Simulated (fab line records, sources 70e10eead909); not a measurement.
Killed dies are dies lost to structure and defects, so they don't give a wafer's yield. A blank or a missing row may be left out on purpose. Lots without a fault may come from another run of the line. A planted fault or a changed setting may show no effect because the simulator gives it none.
A struck lot beside a sound one | flow nand_harc | 21 steps out of a route of 1302
Sound: wafers L680.2, L680.3, L680.5. Struck: wafers L676.1, L676.2, L676.3. The cause comes at the end.
At each step with rows: each side's tool, then ch and its chambers, then its first start. Under that, the readings that differ: sound wafers | struck wafers | difference of the means | sigmas: that difference in standard deviations of wafers without a fault.
alike: readings whose means differ by less than 2 such deviations, and words and numbers that are the same on both sides. not compared: withheld readings, readings that some wafer has no value for, bounds like >300 that may hide the same value, and numbers for which the record gives no deviation and whose values overlap.
The two part at a step that has a row with sigmas, a row that says differs or no value, or rows on one side only. Numbers that don't overlap but have no deviation are shown without sigmas and don't part them. A reading that every wafer of one side lacks parts them only if that side has two wafers or more.

NHARC_P_CONTACT_CMP_24: polishes, t overpolish 30 s, target thk 200 nm.
  sound on cmp-03 ch 0,2, day 12 02:08; struck on cmp-01 ch 1,2,3, day 10 04:41
  reading                | sound          | struck         | difference | sigmas
  time_to_endpoint_s (s) | 43.5 44.5 46.4 | 39.2 38.5 36.0 | -6.9       | -3
  alike: edge_zone_pressure_frac, motor_current_A, overpolish_run_s, slurry_filter_dp_kPa
  not compared: pad_life_wafers
then, 1 step without rows for these wafers: NHARC_P_CONTACT_SRD_26.
NHARC_P_CONTACT_INSPECT_27:
  sound on defect_inspect-01, day 12 02:31; struck on defect_inspect-01, day 10 05:05
  alike: raw_defect_count
then, 8 steps without rows for these wafers: NHARC_P_M0_DEP_00 (deposits SiOC, target thk 150 nm); NHARC_P_M0_DEHYDRATE_01 (time 120 s); NHARC_P_M0_HMDS_02 (time 30 s); NHARC_P_M0_COAT_33 (time 65 s); NHARC_P_M0_COAT_03 (resist thk 90 nm); NHARC_P_M0_SOFTBAKE_04 (time 55 s); NHARC_P_M0_EBR_05; NHARC_P_M0_EXPOSE_06 (exposes mask P M0, target cd 90 nm).
NHARC_P_M0_PEB_07: peb time 65 s.
  sound on litho_track-01 ch 0, day 12 03:13; struck on litho_track-06 ch 0, day 10 05:56
  reading                  | sound                | struck            | difference | sigmas
  heater_power_total_W (W) | 156.0 156.7 156.8    | 155.2 154.2 154.6 | -1.8       | -5
  plate_temp_C (C)         | 100.12 100.11 100.15 | 99.31 99.35 99.13 | -0.86      | -6
then, 1 step without rows for these wafers: NHARC_P_M0_DEVELOP_08 (develop time 35 s).
NHARC_P_M0_CD_MEAS_09: target cd 90 nm.
  sound on cd_sem-02 ch 0, day 12 03:18; struck on cd_sem-01 ch 0, day 10 06:00
  reading    | sound          | struck         | difference | sigmas
  cd_nm (nm) | 89.6 89.0 89.7 | 86.4 86.2 86.6 | -3.0       | -6
NHARC_P_M0_OVL_MEAS_10: pitch 180 nm.
  sound on overlay-02, day 12 03:23; struck on overlay-02, day 10 06:06
  alike: overlay_x_nm, overlay_y_nm
NHARC_P_M0_INSPECT_11:
  sound on defect_inspect-01, day 12 03:25; struck on defect_inspect-02, day 10 06:08
  alike: raw_defect_count
NHARC_P_M0_DESCUM_14: chemistry O2, time 3 s.
  sound on rie_diel-01 ch 1,3, day 12 03:29; struck on rie_diel-08 ch 0,1,2, day 10 06:12
  reading               | sound            | struck            | difference | sigmas
  model.P_M0.cd_nm (nm) | 90.01 89.79 89.9 | 86.17 85.76 86.29 | -3.83      |
  alike: drypump_motor_current_A, oes_product_au, rf_vpp_V, showerhead_plenum_p_Torr, throttle_valve_pct
  not compared: rf_hours_counter_h
NHARC_P_M0_ETCH_34: etches the open film in N2/H2, target depth 40 nm, overetch 12 nm, time 43.94 s.
  sound on rie_diel-01 ch 0,1, day 12 03:34; struck on rie_diel-08 ch 0,2,3, day 10 06:17
  alike: bias_w, drypump_motor_current_A, oes_product_au, rf_vpp_V, showerhead_plenum_p_Torr, throttle_valve_pct
  not compared: rf_hours_counter_h
NHARC_P_M0_ETCH_15: etches the open film in C4F8/Ar, target depth 150 nm, overetch 15 nm, time 82.5 s.
  sound on rie_diel-01 ch 0,2; struck on rie_diel-08 ch 0,2,3
  reading               | sound         | struck            | difference | sigmas
  model.P_M0.cd_nm (nm) | 90 90.04 89.8 | 86.41 85.94 86.58 | -3.64      |
  alike: bias_w, oes_product_au, rf_vpp_V
  not compared: rf_hours_counter_h
NHARC_P_M0_CD_MEAS_16:
  sound on cd_sem-02, day 12 03:47; struck on cd_sem-02, day 10 06:30
  reading    | sound          | struck         | difference | sigmas
  cd_nm (nm) | 90.2 89.7 89.7 | 86.3 86.0 86.5 | -3.6       | -5
NHARC_END_SORT_01:
  the record has rows for the sound wafers here (prober-02 ch 0, day 30 08:56) and none for the struck ones

WHERE THEY PART
First at NHARC_P_CONTACT_CMP_24; last, within this record, at NHARC_END_SORT_01.

WHY: what the simulator had put in
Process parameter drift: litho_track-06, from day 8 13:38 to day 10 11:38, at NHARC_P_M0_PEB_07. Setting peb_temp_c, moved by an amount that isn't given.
